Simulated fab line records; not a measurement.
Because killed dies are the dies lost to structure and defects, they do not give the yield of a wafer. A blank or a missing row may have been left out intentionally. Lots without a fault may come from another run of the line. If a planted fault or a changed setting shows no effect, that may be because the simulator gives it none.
fab line records -- flow nand_harc
[record] lots = 7, wafers = 21, last_day = 21
route steps=1159 shown A_SLIT@801 A_SIN_REMOVE@804 A_WL_FILL@809 A_CONTACT@840 END@1159
lots untouched by any fault: they come from a run of this same line in which no faults occurred
start_h: hours from the record's opening day to when the first of the lot's shown wafers began -- wait_h: time in hours since the lot's previous step -- " identical to the entry in the row above -- L1.1+2: a row that stands for several wafers -- - no value present, or no start provided -- * or withheld: withheld -- < > ~ a bound
route shown NAME@n: a module of which the file shows steps, and the number in the route of the first -- usual: mean/standard deviation of fault-free wafers -- same: alike in all rows -- chamber/n: place in a boat -- sites: per-site readings -- _std_site: the standard deviation of these -- _edge_site: outer sites' mean less inner sites' -- radius_mm: how far each site lies from the wafer's centre -- mask NAME#n: copy n -- behind: the tool/chamber that last shaped the wafer -- hold: what put the lot on hold/how long, in hours/how the hold closed -- device: the n, p or np transistor that did not switch -- end of line: at the end of the route, the tests of the same wafers -- a step without rows: its recipe alone -- killed: at the first sort, the dies lost to defects and structure; wafer yield is something else -- map: dies across one wafer; x = killed, . = not, _ = none there
set.NAME: the setting that was run; set.NAME@STEP: the one run at that earlier step -- model.NAME: the simulator's own value behind a step, which no gauge read
lots at some steps of the route; a table a step, a row a wafer
services: a tool's chamber out of use, with start hour (start_h, from the record's first day; less than 0 if before it), hours out, and reason
[[steps]]
[step NHARC_A_SLIT_PRECLEAN_19]
[recipe] time_s = *, temp_c = 50, bath_age_min = 0, chemistry = SC1
[step NHARC_A_SLIT_SRD_20]
[step NHARC_A_SLIT_CD_MEAS_21]
[usual] cd_nm = 289.5/0.71
lot.wafer,tool,chamber,start_h,wait_h,cd_nm
L492.1,cd_sem-03,-,330.29,-,288.7
L492.3,cd_sem-03,-,330.29,-,288.4
L492.4,cd_sem-03,-,330.29,-,288.8
L495.1,cd_sem-02,-,346.25,-,290.6
L495.4,cd_sem-02,-,346.25,-,290.7
L495.5,cd_sem-02,-,346.25,-,290.4
L496.2,cd_sem-03,-,347.92,-,289.4
L496.3,cd_sem-03,-,347.92,-,289.8
L496.4,cd_sem-03,-,347.92,-,290.0
L493.1,cd_sem-03,-,349.32,-,289.3
L493.2,cd_sem-03,-,349.32,-,288.7
L493.4,cd_sem-03,-,349.32,-,289.0
L499.1,cd_sem-01,-,375.26,0.1,289.4
L499.5,cd_sem-01,-,375.26,0.1,289.3
L499.6,cd_sem-01,-,375.26,0.1,290.1
L498.1,cd_sem-01,-,376.98,-,290.8
L498.3,cd_sem-01,-,376.98,-,289.1
L498.5,cd_sem-01,-,376.98,-,289.2
L500.2,cd_sem-03,-,383.76,-,290.5
L500.3,cd_sem-03,-,383.76,-,290.3
L500.4,cd_sem-03,-,383.76,-,290.6
[step NHARC_A_SIN_REMOVE_WET_00]
[recipe] temp_c = 160, time_s = 15300, chemistry = H3PO4
[step NHARC_A_SIN_REMOVE_PRECLEAN_01]
[recipe] time_s = *, temp_c = 50, bath_age_min = 0, chemistry = SC1
[step NHARC_A_SIN_REMOVE_SRD_02]
[step NHARC_A_SIN_REMOVE_INSPECT_04]
[usual] raw_defect_count = 298/88
lot.wafer,tool,chamber,start_h,wait_h,raw_defect_count
L492.1,defect_inspect-01,-,338.00,0.0,248
L492.3,defect_inspect-01,-,338.00,0.0,443
L492.4,defect_inspect-01,-,338.00,0.0,366
L495.1,defect_inspect-01,-,354.00,0.0,235
L495.4,defect_inspect-01,-,354.00,0.0,264
L495.5,defect_inspect-01,-,354.00,0.0,214
L496.2,defect_inspect-02,-,354.05,0.0,295
L496.3,defect_inspect-02,-,354.05,0.0,241
L496.4,defect_inspect-02,-,354.05,0.0,286
L493.1,defect_inspect-02,-,356.93,0.0,399
L493.2,defect_inspect-02,-,356.93,0.0,302
L493.4,defect_inspect-02,-,356.93,0.0,249
L499.1,defect_inspect-01,-,382.93,0.0,339
L499.5,defect_inspect-01,-,382.93,0.0,335
L499.6,defect_inspect-01,-,382.93,0.0,287
L498.1,defect_inspect-02,-,382.93,0.0,312
L498.3,defect_inspect-02,-,382.93,0.0,257
L498.5,defect_inspect-02,-,382.93,0.0,214
L500.2,defect_inspect-02,-,391.41,0.0,194
L500.3,defect_inspect-02,-,391.41,0.0,290
L500.4,defect_inspect-02,-,391.41,0.0,290
[step NHARC_A_WL_FILL_ALD_00]
[recipe] target_thk_a = 30, pulse_time_s = 3, ald_cycles = 30, temp_c = 300, material = Al2O3
[step NHARC_A_WL_FILL_RTA_01]
[recipe] temp_c = 1000, time_s = 5
[step NHARC_A_WL_FILL_ALD_02]
[recipe] target_thk_a = 20, pulse_time_s = 3, ald_cycles = 100, temp_c = 450, material = TiN
[step NHARC_A_WL_FILL_CVD_03]
[recipe] target_thk_a = 400, temp_c = 300, pressure_torr = 40, wf6_flow_sccm = 40, h2_flow_sccm = 1600, ar_flow_sccm = 1560, time_s = 3302, material = W
[usual] chamber_pressure_Torr = 40.00/0.086, heater_power_outer_w = 262/35, heater_power_w = 458/45, mfc_ar_sccm = 1560/4.6, throttle_valve_pct = 8.0/0.36
lot.wafer,tool,chamber,start_h,wait_h,chamber_pressure_Torr,heater_power_outer_w,heater_power_w,mfc_ar_sccm,throttle_valve_pct
L492.1,cvd_w-02,1,339.77,0.6,39.98,324,530,1556,8.1
L492.4,cvd_w-02,0,339.77,0.6,40.06,238,423,1555,8.1
L492.3,cvd_w-02,1,339.77,0.6,39.96,324,547,1560,8.2
L495.1,cvd_w-02,0,354.97,0.1,40.04,239,417,1563,8.4
L495.4,cvd_w-02,0,354.97,0.1,40.04,240,419,1565,8.2
L495.5,cvd_w-02,0,354.97,0.1,39.83,241,412,1567,8.2
L496.2,cvd_w-01,0,357.79,2.6,40.10,240,437,1568,8.3
L496.4,cvd_w-01,0,357.79,2.6,40.07,234,447,1567,8.3
L496.3,cvd_w-01,1,357.79,2.6,40.01,247,466,1567,7.2
L493.1,cvd_w-02,1,358.24,0.4,40.01,330,543,1565,8.1
L493.2,cvd_w-02,0,358.24,0.4,39.92,229,423,1555,8.4
L493.4,cvd_w-02,0,358.24,0.4,40.02,241,419,1556,8.2
L499.1,cvd_w-01,1,389.93,6.1,39.86,254,459,1553,7.8
L499.6,cvd_w-01,1,391.85,8.0,39.90,256,453,1553,7.4
L499.5,cvd_w-01,0,391.85,8.0,39.87,242,441,1559,8.0
L498.1,cvd_w-01,1,392.80,8.5,40.01,256,461,1566,7.4
L498.3,cvd_w-01,1,392.80,8.5,39.99,256,448,1558,7.2
L498.5,cvd_w-01,0,395.15,10.8,39.95,242,443,1546,8.3
L500.2,cvd_w-01,1,396.83,4.4,40.03,244,456,1561,7.3
L500.3,cvd_w-01,0,396.83,4.4,39.98,237,442,1560,8.2
L500.4,cvd_w-01,1,396.83,4.4,40.07,250,455,1555,7.5
[step NHARC_A_WL_FILL_ETCHBACK_04]
[recipe] target_depth_a = 600, time_s = 120, chemistry = NF3
[step NHARC_A_WL_FILL_ETCHBACK_05]
[recipe] target_depth_a = 220, time_s = 60, temp_c = 40, chemistry = Cl2/BCl3
[step NHARC_A_WL_FILL_STRIP_27]
[recipe] power_w = 1500, temp_c = 250, time_s = 20, chemistry = N2/H2
[step NHARC_A_WL_FILL_STRIP_28]
[recipe] time_s = 1200, temp_c = 72.5, chemistry = post_etch_residue_remover
[step NHARC_A_WL_FILL_PRECLEAN_06]
[recipe] time_s = 300, chemistry = DIW
[step NHARC_A_WL_FILL_SRD_07]
[step NHARC_A_WL_FILL_ANNEAL_08]
[recipe] temp_c = 450, time_s = 1800
[step NHARC_A_WL_FILL_ALD_10]
[recipe] target_thk_a = 500, pulse_time_s = 10, ald_cycles = 500, temp_c = 300, material = SiO2
[step NHARC_A_WL_FILL_ETCHBACK_16]
[recipe] target_depth_a = 880, time_s = 17.6, c4f8_flow_sccm = withheld, o2_flow_sccm = 8, ar_flow_sccm = withheld, rf_w = 600, bias_w = 800, chemistry = C4F8/O2/Ar
[usual] oes_product_au = 0.984/0.029, rf_vpp_V = 726/3.6
lot.wafer,tool,chamber,start_h,wait_h,oes_product_au,rf_hours_counter_h,rf_vpp_V
L492.1,rie_diel-08,3,-,-,1.004,1.1,725
L492.4,rie_diel-08,0,-,-,0.998,1.1,731
L492.3,rie_diel-08,1,-,-,1.009,1.2,728
L496.2,rie_diel-07,2,-,-,1.002,4.5,731
L496.4,rie_diel-07,0,-,-,0.999,4.4,716
L496.3,rie_diel-07,1,-,-,1.005,4.5,726
L495.1,rie_diel-05,2,-,-,0.996,1.0,728
L495.4,rie_diel-05,3,-,-,1.010,1.1,726
L495.5,rie_diel-05,2,-,-,0.999,-,727
L493.4,rie_diel-08,0,-,-,1.004,1.4,730
L493.1,rie_diel-08,1,-,-,0.997,1.5,727
L493.2,rie_diel-08,3,-,-,0.988,1.4,725
L499.1,rie_diel-05,2,-,-,1.004,3.5,729
L499.5,rie_diel-05,0,-,-,0.999,-,725
L499.6,rie_diel-05,2,-,-,0.985,-,727
L498.1,rie_diel-07,2,-,-,0.921,5.3,730
L498.3,rie_diel-07,0,-,-,0.920,5.2,717
L498.5,rie_diel-07,1,-,-,0.914,-,725
L500.3,rie_diel-08,3,-,-,0.998,2.4,724
L500.4,rie_diel-08,0,-,-,0.997,2.1,730
L500.2,rie_diel-08,1,-,-,0.998,2.7,729
[step NHARC_A_WL_FILL_STRIP_29]
[recipe] time_s = 20, o2_flow_sccm = 500, ar_flow_sccm = 0, bias_w = 0, chemistry = O2
[usual] drypump_motor_current_A = 6.1/0.4, mfc_ar_sccm = 0.012/0.013, oes_product_au = 0.998/0.0066, rf_vpp_V = 58.0/0.86, showerhead_plenum_p_Torr = 3.63/0.12, throttle_valve_pct = 17.035/0.0098
lot.wafer,tool,chamber,start_h,wait_h,drypump_motor_current_A,mfc_ar_sccm,oes_product_au,rf_hours_counter_h,rf_vpp_V,showerhead_plenum_p_Torr,throttle_valve_pct
L492.4,rie_diel-08,0,353.01,0.1,6.4,0.015,1.002,1.1,58.5,3.76,17.026
L492.3,rie_diel-08,1,353.01,0.1,6.5,0,0.998,1.2,58.4,3.68,17.037
L492.1,rie_diel-08,3,353.01,0.1,5.9,0.012,1.000,1.1,58.7,3.58,17.038
L496.4,rie_diel-07,2,368.61,0.1,5.8,0.039,0.996,4.5,58.8,3.77,17.055
L496.3,rie_diel-07,3,368.61,0.1,6.3,0.025,1.008,4.3,57.5,3.58,17.025
L496.2,rie_diel-07,1,368.61,0.1,6.7,0,0.990,4.5,57.8,3.59,17.020
L495.1,rie_diel-05,1,368.65,0.1,6.2,0.001,1.007,1.0,58.9,3.55,17.029
L495.4,rie_diel-05,2,368.65,0.1,5.6,0,0.994,1.0,58.0,3.69,17.034
L495.5,rie_diel-05,2,368.65,0.1,5.6,0,1.001,-,56.8,3.69,17.025
L493.1,rie_diel-08,1,374.06,0.1,6.5,0,1.017,1.5,57.0,3.68,17.027
L493.4,rie_diel-08,2,374.06,0.1,6.2,0,0.991,1.5,58.7,3.79,17.022
L493.2,rie_diel-08,3,374.06,0.1,5.9,0.012,0.997,1.4,56.4,3.58,17.029
L499.1,rie_diel-05,2,403.92,0.1,5.6,0,0.992,3.5,56.8,3.68,17.036
L499.5,rie_diel-05,1,403.92,0.1,6.2,0.001,1.006,-,58.0,3.55,17.045
L499.6,rie_diel-05,2,403.92,0.1,5.6,0,0.992,-,58.9,3.68,17.046
L498.3,rie_diel-07,3,403.93,0.1,6.3,0.025,0.997,5.2,56.5,3.58,17.029
L498.1,rie_diel-07,1,403.93,0.1,6.7,0,0.999,5.4,57.0,3.59,17.033
L498.5,rie_diel-07,0,403.93,0.1,5.4,0,0.999,-,57.2,3.32,17.021
L500.3,rie_diel-08,0,412.78,0.1,6.4,0.015,0.999,2.1,59.1,3.76,17.028
L500.4,rie_diel-08,1,412.78,0.1,6.5,0,1.003,2.7,58.9,3.68,17.002
L500.2,rie_diel-08,2,412.78,0.1,6.3,0,0.995,2.6,58.3,3.79,17.019
[step NHARC_A_WL_FILL_ETCHBACK_17]
[recipe] target_depth_a = 40, time_s = 26.7, chemistry = Cl2/BCl3
[usual] drypump_motor_current_A = 5.96/0.19, oes_product_au = 0.999/0.0072
lot.wafer,tool,chamber,start_h,wait_h,drypump_motor_current_A,oes_product_au,rf_hours_counter_h
L492.1,rie_metal-03,1,353.09,-,6.08,0.999,1.8
L492.4,rie_metal-03,1,353.09,-,6.10,0.988,-
L492.3,rie_metal-03,0,353.09,-,6.23,1.000,-
L496.2,rie_metal-02,0,368.70,-,5.93,1.009,4.9
L496.4,rie_metal-02,0,368.70,-,5.92,1.015,-
L496.3,rie_metal-02,1,368.70,-,5.64,1.006,-
L495.1,rie_metal-03,0,368.75,-,6.20,1.009,2.5
L495.4,rie_metal-03,0,368.75,-,6.22,1.006,-
L495.5,rie_metal-03,1,368.75,-,6.09,1.001,-
L493.1,rie_metal-01,0,374.14,-,5.76,0.995,0.9
L493.2,rie_metal-01,1,374.14,-,6.03,1.005,0.9
L493.4,rie_metal-01,1,374.14,-,6.06,1.004,-
L498.1,rie_metal-01,1,404.01,-,6.06,0.998,1.6
L498.3,rie_metal-01,0,404.01,-,5.73,0.982,-
L498.5,rie_metal-01,1,404.01,-,6.08,0.994,-
L499.1,rie_metal-03,0,404.01,-,6.20,0.996,3.5
L499.6,rie_metal-03,0,404.01,-,6.17,1.001,-
L499.5,rie_metal-03,1,404.01,-,6.11,1.002,-
L500.2,rie_metal-03,0,412.86,-,6.19,1.005,3.5
L500.3,rie_metal-03,0,412.86,-,6.19,1.002,-
L500.4,rie_metal-03,1,412.86,-,6.11,0.998,-
[step NHARC_A_WL_FILL_PRECLEAN_18]
[recipe] time_s = 30, chemistry = dHF
[step NHARC_A_WL_FILL_SRD_21]
[step NHARC_A_WL_FILL_CVD_23]
[recipe] target_thk_a = 400, temp_c = 620, pressure_mtorr = 200, time_s = 800, material = poly-Si
[step NHARC_A_WL_FILL_ETCHBACK_26]
[recipe] target_depth_a = 520, time_s = 13.3, hbr_flow_sccm = 150, rf_w = 350, icp_w = 350, bias_w = 60, chemistry = HBr
[usual] drypump_motor_current_A = 5.8/0.42, hbr_flow_sccm = 150.0/0.47, oes_product_au = 0.996/0.007, throttle_valve_pct = 23.266/0.0095
lot.wafer,tool,chamber,start_h,wait_h,drypump_motor_current_A,hbr_flow_sccm,oes_product_au,rf_hours_counter_h,throttle_valve_pct
L492.1,rie_si-04,3,358.32,0.4,6.0,148.7,1.004,0.6,23.261
L492.3,rie_si-04,0,358.32,0.4,6.7,149.9,1.001,0.7,23.266
L492.4,rie_si-04,2,358.32,0.4,5.6,149.5,0.992,0.5,23.272
L496.4,rie_si-01,0,373.74,0.4,5.7,149.8,0.996,0.4,23.261
L496.3,rie_si-01,2,373.74,0.4,6.3,149.6,0.981,0.6,23.263
L496.2,rie_si-01,3,373.74,0.4,6.0,150.1,0.992,0.4,23.269
L495.1,rie_si-05,3,373.75,0.4,6.0,149.3,0.986,0.8,23.252
L495.4,rie_si-05,1,373.75,0.4,5.7,149.8,1.000,1.1,23.259
L495.5,rie_si-05,2,373.75,0.4,5.4,150.0,1.006,-,23.265
L493.2,rie_si-04,1,379.34,0.4,5.8,149.9,1.002,0.6,23.281
L493.4,rie_si-04,2,379.34,0.4,5.6,149.9,1.005,0.6,23.245
L493.1,rie_si-04,0,379.34,0.4,6.7,149.0,1.000,0.8,23.267
L498.1,rie_si-05,3,409.05,0.4,6.0,149.3,1.000,1.0,23.258
L498.3,rie_si-05,0,409.05,0.4,4.9,150.6,1.002,1.2,23.275
L498.5,rie_si-05,2,409.05,0.4,5.4,150.5,1.012,-,23.260
L499.1,rie_si-01,2,409.06,0.4,6.3,150.6,0.999,0.8,23.260
L499.6,rie_si-01,3,409.06,0.4,6.0,149.8,0.996,-,23.257
L499.5,rie_si-01,2,409.06,0.4,6.3,150.7,0.996,-,23.261
L500.3,rie_si-04,3,418.25,0.4,6.0,149.7,0.999,1.0,23.275
L500.2,rie_si-04,0,418.25,0.4,6.7,150.6,0.986,1.1,23.271
L500.4,rie_si-04,1,418.25,0.4,5.8,150.3,0.997,0.9,23.264
[step NHARC_A_WL_FILL_PRECLEAN_30]
[recipe] time_s = 10, chemistry = dHF
[step NHARC_A_WL_FILL_SRD_14]
[step NHARC_A_WL_FILL_ALD_19]
[recipe] target_thk_a = 20, pulse_time_s = 3, ald_cycles = 100, temp_c = 450, material = TiN
[step NHARC_A_WL_FILL_CVD_20]
[recipe] target_thk_a = 750, temp_c = 300, pressure_torr = 40, wf6_flow_sccm = 40, h2_flow_sccm = 1600, ar_flow_sccm = 1560, time_s = 5064, material = W
[usual] chamber_pressure_Torr = 40.00/0.088, heater_power_outer_w = 259/33, heater_power_w = 457/43, mfc_ar_sccm = 1560/4.4, throttle_valve_pct = 8.0/0.35
lot.wafer,tool,chamber,start_h,wait_h,chamber_pressure_Torr,heater_power_outer_w,heater_power_w,mfc_ar_sccm,throttle_valve_pct
L492.1,cvd_w-02,0,-,-,40.00,237,411,1558,8.5
L492.3,cvd_w-02,1,-,-,39.87,334,535,1568,8.2
L492.4,cvd_w-02,0,-,-,40.01,236,418,1569,8.4
L495.1,cvd_w-01,0,-,-,39.95,246,448,1564,8.3
L495.4,cvd_w-01,1,-,-,39.95,257,455,1562,7.5
L495.5,cvd_w-01,1,-,-,39.90,254,451,1561,7.3
L496.2,cvd_w-01,1,-,-,40.12,261,438,1560,7.5
L496.3,cvd_w-01,0,-,-,40.04,238,442,1563,8.2
L496.4,cvd_w-01,1,-,-,40.04,249,449,1562,7.7
L493.1,cvd_w-01,0,-,-,39.94,238,438,1558,8.3
L493.2,cvd_w-01,1,-,-,40.01,257,457,1562,7.3
L493.4,cvd_w-01,1,-,-,39.88,254,454,1559,7.1
L498.1,cvd_w-02,0,-,-,39.75,227,402,1564,7.8
L498.3,cvd_w-02,1,-,-,40.13,312,522,1554,8.1
L498.5,cvd_w-02,1,-,-,40.01,310,523,1563,8.0
L499.1,cvd_w-01,0,-,-,40.12,246,445,1555,8.3
L499.5,cvd_w-01,1,-,-,39.94,254,463,1563,7.6
L499.6,cvd_w-01,0,-,-,40.11,236,441,1561,8.1
L500.2,cvd_w-01,0,-,-,40.19,236,447,1562,8.2
L500.3,cvd_w-01,1,-,-,39.96,255,454,1554,7.5
L500.4,cvd_w-01,0,-,-,40.08,241,444,1558,8.0
[step NHARC_A_WL_FILL_CMP_12]
[recipe] t_overpolish_s = 30, target_thk_nm = 75
[step NHARC_A_WL_FILL_SRD_31]
[step NHARC_A_WL_FILL_INSPECT_15]
[usual] raw_defect_count = 423/140
lot.wafer,tool,chamber,start_h,wait_h,raw_defect_count
L492.1,defect_inspect-02,-,366.55,0.0,382
L492.3,defect_inspect-02,-,366.55,0.0,438
L492.4,defect_inspect-02,-,366.55,0.0,370
L495.1,defect_inspect-02,-,379.79,0.0,797
L495.4,defect_inspect-02,-,379.79,0.0,549
L495.5,defect_inspect-02,-,379.79,0.0,442
L496.2,defect_inspect-01,-,384.05,0.0,422
L496.3,defect_inspect-01,-,384.05,0.0,524
L496.4,defect_inspect-01,-,384.05,0.0,528
L493.1,defect_inspect-01,-,391.13,0.0,358
L493.2,defect_inspect-01,-,391.13,0.0,585
L493.4,defect_inspect-01,-,391.13,0.0,321
L498.1,defect_inspect-01,-,415.16,0.0,326
L498.3,defect_inspect-01,-,415.16,0.0,592
L498.5,defect_inspect-01,-,415.16,0.0,284
L499.1,defect_inspect-02,-,415.16,0.0,201
L499.5,defect_inspect-02,-,415.16,0.0,200
L499.6,defect_inspect-02,-,415.16,0.0,231
L500.2,defect_inspect-02,-,424.24,0.0,210
L500.3,defect_inspect-02,-,424.24,0.0,286
L500.4,defect_inspect-02,-,424.24,0.0,258
[step NHARC_A_CONTACT_DEP_24]
[recipe] target_thk_a = 5000, temp_c = 400, pressure_torr = 6.5, rf_w = 900, teos_flow_sccm = 161.4, flow_sccm = 2650, target_thk_nm = 500, gas = O2, material = SiO2
[step NHARC_A_CONTACT_DEP_28]
[recipe] target_thk_a = 36000, temp_c = 400, material = aC
[step NHARC_END_SORT_01]
[recipe] temp_c = 25
[usual] killed_at_array = 24/7.4, killed_at_other = 0.5/0.81, killed_at_periphery = 3.4/2.3, killed_dies = 28/8, killed_open = 3.4/1.8, killed_short = 2.0/1.4
[same] gross_dies = 677
lot.wafer,tool,chamber,start_h,wait_h,killed_at_array,killed_at_other,killed_at_periphery,killed_dies,killed_open,killed_short
L499.1,prober-02,0,488.26,2.5,481,0,2,483,3,2
L499.6,prober-02,0,492.24,4.0,452,1,3,456,1,5
L498.1,prober-01,0,488.26,2.5,469,1,3,473,3,4
L498.3,prober-01,0,489.85,3.1,402,3,2,407,1,1
L500.2,prober-01,0,498.26,2.8,416,0,10,426,2,6
L500.4,prober-01,0,499.88,3.4,558,0,4,562,4,2
// killed by level:class
L499.1 A_WL_FILL:area_cvd=463 A_SLIT:chamber_film_flake=8 A_CHANNEL_HOLE_D1:chamber_film_flake=2 A_STAIRCASE:chamber_film_flake=2 A_CONTACT:chamber_film_flake=2 P_GATE:geometric_particle:open=1 A_CHANNEL_FILL_D1:geometric_particle:short=1 A_CONTACT:geometric_particle:open=1
L498.1 A_WL_FILL:area_cvd=438 A_CHANNEL_HOLE_D1:chamber_film_flake=12 A_SLIT:chamber_film_flake=7 A_STAIRCASE:chamber_film_flake=3 A_CONTACT:chamber_film_flake=3 P_M0:geometric_particle:short=1 P_M1:geometric_particle:open=1 A_ONON_D1:geometric_particle:short=1
L498.3 A_WL_FILL:area_cvd=378 A_SLIT:chamber_film_flake=8 A_CONTACT:chamber_film_flake=6 A_CHANNEL_HOLE_D1:chamber_film_flake=6 THIN_TSV:chamber_film_flake=3 P_M0:geometric_particle:open=1 A_ONON_D1:geometric_particle:short=1 P_BONDPAD:chamber_film_flake=1
L499.6 A_WL_FILL:area_cvd=431 A_SLIT:chamber_film_flake=9 A_CHANNEL_HOLE_D1:chamber_film_flake=5 A_M1:chamber_film_flake=3 P_GATE:geometric_particle:short=1 P_GATE:geometric_particle:open=1 A_CHANNEL_HOLE_D1:geometric_particle:short=1 A_CHANNEL_FILL_D1:geometric_particle:short=1
L500.2 A_WL_FILL:area_cvd=395 A_SLIT:chamber_film_flake=9 P_ZERO_WELL:chamber_film_flake=7 A_CHANNEL_FILL_D1:geometric_particle:short=3 A_WL_FILL:geometric_particle:short=3 P_STI:chamber_film_flake=2 A_WL_FILL:chamber_film_flake=2 P_CONTACT:geometric_particle:open=1
L500.4 A_WL_FILL:area_cvd=526 A_SLIT:chamber_film_flake=10 A_CHANNEL_HOLE_D1:chamber_film_flake=6 A_STAIRCASE:chamber_film_flake=5 A_CONTACT:chamber_film_flake=4 A_WL_FILL:chamber_film_flake=2 P_STI:geometric_particle:short=1 P_GATE:geometric_particle:open=1
// map L498.1 (x killed, . not)
____________x____________
_________xxxxxx._________
_______xxxxxxxxxxx_______
______xxxxxxx.x.x.x______
_____xxxxxxxxxxx.xxx_____
____xxxxxx..xxx.xxx.x____
____xxxxx...xxx..xx..____
___xxxxx...x...x..xxxx___
___xxxxx.x.xx..xxxxxxx___
__xxxxxxxxx.x.x.....x.x__
__xxxx.xxxx.xx..x.x..xx__
_xxxx.xx.x..........x.xx_
_xxxxxxxxx.....xxxx.x.x._
_xxxxxx.xx.x.x..x.....xx_
_xxxxxx......x......xxx._
_xxxxx.x.....x..x..x.xxx_
xxxxxxxx.x.....x.x...xxxx
xxxx.xxx....x.x.xx.xxxxxx
xxxxxxxxxx....x..xxx.xxxx
xxxxxx..x.x....x...x.x.xx
xxxxxxxx........x..xx.x..
_xxxxxx.x..xxx....x.xxxx_
_xxxxxxxx....x.....x...._
_xxxxx.xxxx...x...x.xxxx_
_xxxxxxxxx..x..xx.x.x.xx_
_xxxxxxxx..xx..xxxxxxx.x_
__xxxxxx.x....xxxxx.xxx__
__xxxxxxxxxx.x.xxxxxxxx__
___xxxxxxxxxx.xx.x.xxx___
___xxxxxxxxxxx.x.xxxxx___
____xxxxxxxxxxxxxx.xx____
____xxxxxxxxxx.xxxxxx____
_____xxxxxxxxxxxxxxx_____
______xxxxxxxxxxxxx______
_______xxxxxxxxxxx_______
_________xxxxxxx_________
____________x____________
// map L499.1 (x killed, . not)
____________x____________
_________xxxxxxx_________
_______xxxxxxxxxxx_______
______xxxxxxxxxxxxx______
_____xxxxxxxxxxxxxx._____
____xxxxxxxxxxxxxxxxx____
____xxxxxxxxxxx.x.xxx____
___xxxxxxxxxxx.xxxxxxx___
___xxxxxxxx.x.xxxxxxxx___
__xxxxxxxxxxxxx.xxxxxxx__
__xxxxxxx.xxx..x.xx.xxx__
_xxxxxxxxx.x.xx.x..xxxx._
_xxxxxxxxxxxxxxxxx...xx._
_xxxxxxxx.xx.xx..x.xxxxx_
_xxxxxxx.xxxx..xx....xxx_
_xxxxx.xxxx.xxxx.x..xxxx_
xxxxxx.xxxx.xx..x...x.xxx
xxxxxxx.x...xxxx.xx.xxx.x
xxxx.xxxxx..x..x.xx.x.x..
xxxxxxxxxx.x..x.x...x...x
xxxxxxxxx.x...x....x.xxxx
_xxx.xxx.x....x....xx..._
_xxxxxxx.x.x..x........x_
_xxxxxxx.x.x...x..xx...._
_xxxxxxxxx...x..x...xxxx_
_xxxx..x.x.x.....xx....._
__xx.xxxxxxx...x.x.....__
__xxxxxx..xxx.x.x..x...__
___xxxx.xx..xxx.xxx..x___
___xxxxxxxx..xxx....xx___
____xxxxxxx.x.x.xx...____
____xxxxxx.xx..xx.x..____
_____xxxxx.x..x.xxx._____
______xxxxxxxxxxxxx______
_______xxxxx.xx..x_______
_________xx.xxxx_________
____________.____________
[[services]]
tool,chamber,start_h,hours,kind
rie_metal-02,1,318.63,9.0,repair
rie_si-04,1,322.76,9.0,repair
rie_metal-01,-,332.00,9.0,pm
rie_diel-08,0,335.30,-,clean
rie_diel-08,1,335.30,-,clean
rie_diel-08,2,335.30,-,clean
rie_si-01,1,336.22,0.9,repair
rie_diel-05,-,340.66,9.0,pm
cvd_w-02,-,349.77,2.3,repair
rie_diel-08,-,359.83,0.8,repair
rie_si-01,-,364.40,0.6,repair
cvd_w-02,-,380.93,13.0,pm
rie_si-01,1,383.52,34.1,repair
rie_diel-05,3,386.80,19.4,repair
rie_metal-02,-,388.00,9.0,pm
rie_diel-08,0,396.60,7.9,repair
rie_si-05,2,403.62,4.5,repair
cvd_w-01,0,404.49,2.8,repair
rie_metal-02,1,404.98,17.1,repair
rie_si-01,3,405.07,2.4,repair
rie_metal-01,0,412.54,4.8,repair
rie_metal-03,0,414.92,17.5,repair
rie_si-05,-,416.00,9.0,pm
rie_diel-07,-,416.89,9.0,pm
[[key]]
[first_sign] step = NHARC_END_SORT_01, reading = killed_at_array, direction = up, sigmas = 59, usual = 24, struck = 463
[effect] step = NHARC_END_SORT_01, reading = killed_dies, direction = up, sigmas = 55, usual = 28, struck = 468
[more_kills_born_at] NHARC_A_WL_FILL_CVD_03@cvd_w-01 = 2631
met_at NHARC_A_WL_FILL_CVD_03
struck_wafers L498.1,L498.3,L499.1,L499.6,L500.2,L500.4
later_rows_left_out L498.1,L498.3,L499.1,L499.6,L500.2,L500.4
tester_left_out L498,L499,L500
[fault] kind = process_parameter_drift, tool = cvd_w-01, chamber = 1, onset_h = 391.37, steps = NHARC_A_WL_FILL_CVD_03, channel = target_thk_a, offset = *, shape = step, end_h = 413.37, acts_in = *, stated = *
// tester_left_out: of these lots the tester's yield and bins aren't shown, on N5 and GAA mostly nor the transistor test; their killed dies are dies lost to structure and defects alone, not to doping, threshold or leakage, so they don't give the yield
// later_rows_left_out: the simulator's readings of these wafers behind a module that went badly wrong aren't trusted and aren't shown, but for the sort
